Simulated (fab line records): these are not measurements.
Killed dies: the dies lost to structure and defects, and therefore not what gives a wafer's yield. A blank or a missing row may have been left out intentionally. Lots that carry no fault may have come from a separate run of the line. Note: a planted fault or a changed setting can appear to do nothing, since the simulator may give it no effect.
One fault seen from 3 desks -- flow n5_finfet -- numbers are kept per desk, each desk with only its own; the story behind them comes last

THE TOOL OWNER'S DESK: cmp-03
The tool's own readings at N5_BEOL_M13_CMP_49 (polishes, stops on SiOC, t overpolish 17.1 s, target thk 420 nm): means of the sampled wafers that have a number, for each lot that ran on this tool. A lot is out of limits, marked OUT, if its mean lies more than 4 standard deviations from the usual mean; the brackets give that distance. It has 8 readings, of which 7 appear: the earliest out of limits, and the ones furthest out on some lot.
Columns: A = barrier_field_endpoint_s at N5_BEOL_M13_CMP_49, usual 30.4 s; B = edge_zone_pressure_frac at N5_BEOL_M13_CMP_49, usual 1.000; C = head_pressure_psi at N5_BEOL_M13_CMP_49, usual 1.0002 psi; D = motor_current_A at N5_BEOL_M13_CMP_49, usual 6.1 A; E = overpolish_run_s at N5_BEOL_M13_CMP_49, usual 17.100 s; F = platen_rpm at N5_BEOL_M13_CMP_49, usual 50.00 rpm; G = slurry_filter_dp_kPa at N5_BEOL_M13_CMP_49, usual 13.50 kPa
lot,first seen here,A,B,C,D,E,F,G
L636,day 11 09:33,31.5,0.995,1.0003,6.5,17.094,49.97,13.41
L635,day 11 22:27,31.5,0.998,0.9989,6.3,17.103,50.00,13.56
L645,day 14 17:28,29.1,0.997,1.0545 (+25) OUT,6.3,17.098,49.99,13.50
L646,day 14 22:36,29.2,1.002,1.0537 (+24) OUT,6.4,17.105,50.00,13.45
This desk's verdict: out of limits on L645, L646, starting with L645 at day 14 17:28 (head_pressure_psi at N5_BEOL_M13_CMP_49). Within limits: L636, L635.

AT THE METROLOGY DESK
What the gauges read, lot by lot, whatever tool the lot ran on: means of the sampled wafers that have a number. A lot is out of limits, marked OUT, if its mean lies more than 4 standard deviations from the usual mean; the brackets give that distance.
Columns: A = cd_nm at N5_BEOL_M13_CD_MEAS_17, usual 189.8 nm
lot,first seen here,A
L634,day 10 14:32,192.1
L636,day 11 01:39,189.1
L635,day 11 17:32,189.6
L645,day 14 14:03,189.2
L646,day 14 18:52,189.5
L649,day 14 18:58,189.6
L650,day 15 07:59,191.0
L653,day 15 16:51,191.4
L655,day 16 19:46,189.4
L657,day 17 11:20,191.0
This desk found nothing out of limits on any of the 10 lots.

THE DEFECT DESK
Counts from the inspections along the route, per lot, as means over the sampled wafers that have a number. A lot is out of limits, marked OUT, if its mean lies more than 4 standard deviations from the usual mean; the brackets give that distance.
Columns: A = raw_defect_count at N5_BEOL_M13_INSPECT_55, usual 81
lot,first seen here,A
L634,day 10 19:19,44
L636,day 11 09:55,88
L635,day 11 22:50,95
L645,day 14 17:55,87
L646,day 14 22:56,105
L649,day 15 01:26,76
L650,day 15 12:34,63
L653,day 15 21:37,114
L655,day 17 00:14,77
L657,day 17 15:55,42
This desk found nothing out of limits on any of the 10 lots.

PUT TOGETHER
At day 14 17:28, on L645, L646, the tool owner's desk was in a position to raise an alarm.
From the metrology desk's view, nothing was out of limits.
Nothing the defect desk looked at was out of limits.
The metrology desk has L645, L646 on record, within its limits.
The defect desk has L645, L646 on record, within its limits.
The lots listed all ran N5_BEOL_M13_CMP_49 on cmp-03.

WHAT THE SIMULATOR HAD INSERTED
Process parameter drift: cmp-03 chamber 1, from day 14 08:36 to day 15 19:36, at N5_BEOL_M13_CMP_49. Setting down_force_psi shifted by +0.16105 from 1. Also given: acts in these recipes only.
Shown lots that were struck: L645, L646.
Each desk's first reading out of limits, in hours after the fault started: the tool owner's desk, 9.
